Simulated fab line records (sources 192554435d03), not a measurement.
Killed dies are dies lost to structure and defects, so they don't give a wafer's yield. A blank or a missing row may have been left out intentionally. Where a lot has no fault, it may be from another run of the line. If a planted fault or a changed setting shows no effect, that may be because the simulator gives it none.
A lot that was struck, set against a sound lot | flow n5 finfet | 36 steps out of a route of 1938
Sound: the wafers L557.2, L557.3, L557.6. Struck: wafer L561.1 (L561.4, L561.5, from the same lot, were not struck and are left out); the cause is given at the end.
Order at every step that has rows: each side's tool, ch and its chambers, its first start. Under that, the readings that differ: sound wafers | struck wafers | difference of the means | sigmas: that difference in standard deviations of wafers without a fault.
alike: readings whose means differ by less than 2 such deviations, and words and numbers that are the same on both sides. not compared: withheld readings, readings that some wafer has no value for, bounds like >300 that may hide the same value, and numbers for which the record gives no deviation and whose values overlap.
A row with sigmas, a row that says differs or no value, or rows on one side alone: a step with any of these is where the two part. Numbers that don't overlap but have no deviation are shown without sigmas and don't part them. A reading that every wafer of one side lacks parts them only if that side has two wafers or more.

first, 8 steps without rows for these wafers: N5_BEOL_M8_SPUTTER_48 (material Cu, target thk 10 nm, time 1.667 s); N5_BEOL_M8_ECD_50 (material Cu, target thk 300 nm); N5_BEOL_M8_ANNEAL_51 (time 90 s); N5_BEOL_M8_CMP_52 (polishes, stops on SiCOH lowk, t overpolish 6.9 s, target thk 80 nm); N5_BEOL_M8_PRE_CLEAN_55 (time 15 s); N5_BEOL_M8_DEP_56 (deposits SiCN from 3MS/NH3, target thk 10 nm, time 17.5 s); N5_BEOL_M9_ILD_DEP_00 (deposits SiCOH lowk from DEMS/porogen, target thk 308.51 nm, time 58 s); N5_BEOL_M9_CURE_71 (cures SiCOH lowk, time 240 s).
N5_BEOL_M9_PECVD_70: deposits SiO2 from TEOS/O2, target thk 20 nm, time 22.7 s.
  sound on pecvd-03 ch 0,1,2, day 13 13:28; struck on pecvd-01 ch 0, day 14 09:13
  reading                                    | sound          | struck | difference | sigmas
  model.SiO2_of_BEOL_M9_PECVD_70.thk nm (nm) | 20.2 19.8 20.4 | 16.4   | -3.7       |
  alike: chamber pressure Torr, heater power w, showerhead plenum p Torr, throttle valve pct
then, 25 steps without rows for these wafers: N5_BEOL_M9_HM_DEP_02 (deposits TiN, target thk 20 nm); N5_BEOL_M9_COAT_59 (time 60 s, resist thk 100 nm); N5_BEOL_M9_COAT_60 (time 60 s, resist thk 30 nm); N5_BEOL_M9_COAT_05 (resist thk 90 nm); N5_BEOL_M9_EBR_07; N5_BEOL_M9_SOFTBAKE_06 (time 60 s); N5_BEOL_M9_EXPOSE_08 (exposes mask M9); N5_BEOL_M9_PEB_09 (peb time 60 s); N5_BEOL_M9_DEVELOP_10 (develop time 30 s); N5_BEOL_M9_DESCUM_16 (chemistry O2, time 7.9 s); N5_BEOL_M9_ETCH_61 (etches SiARC in CF4, target depth 39 nm, time 65 s); N5_BEOL_M9_ETCH_62 (etches SOC in N2/H2, target depth 110 nm, overetch 22 nm, time 165 s); N5_BEOL_M9_STRIP_68 (strips in N2/H2); N5_BEOL_M9_STRIP_67 (strips in CF4); N5_BEOL_M9_HM_OPEN_17 (chemistry Cl2/BCl3, target TiN, target depth 20 nm, overetch 6 nm); N5_BEOL_M9_STRIP_19 (strips in O2); N5_BEOL_M9_COAT_63 (time 60 s, resist thk 60 nm); N5_BEOL_M9_COAT_64 (time 60 s, resist thk 12 nm); N5_BEOL_M9_COAT_75 (time 60 s, resist thk 5 nm); N5_BEOL_M9_COAT_22 (resist thk 30 nm); N5_BEOL_M9_EBR_24; N5_BEOL_M9_SOFTBAKE_23 (time 60 s); N5_BEOL_M9_EXPOSE_25 (exposes mask V8); N5_BEOL_M9_PEB_26 (peb time 60 s); N5_BEOL_M9_DEVELOP_27 (develop time 30 s).
N5_BEOL_M9_HM_STRIP_39: strips TiN in peroxide tin strip, target depth 25 nm, time 158 s.
  sound on wet bench-05 ch 0,2,7, day 13 17:13; struck on wet bench-05 ch 3, day 14 15:08
  reading                                    | sound        | struck | difference | sigmas
  model.SiO2_of_BEOL_M9_PECVD_70.thk nm (nm) | 20 19.6 20.2 | 16.2   | -3.7       |
N5_BEOL_M9_CMP_52: polishes, stops on SiCOH lowk, t overpolish 7 s, target thk 140 nm.
  sound on cmp-04 ch 0,1,3, day 13 19:25; struck on cmp-02 ch 1, day 14 17:17
  reading                      | sound          | struck | difference | sigmas
  barrier field endpoint s (s) | 29.1 29.5 27.7 | 24.6   | -4.2       | -6
  alike: motor current A

WHERE THEY PART
Only at N5_BEOL_M9_CMP_52, within this record.

WHY: what the simulator had put in
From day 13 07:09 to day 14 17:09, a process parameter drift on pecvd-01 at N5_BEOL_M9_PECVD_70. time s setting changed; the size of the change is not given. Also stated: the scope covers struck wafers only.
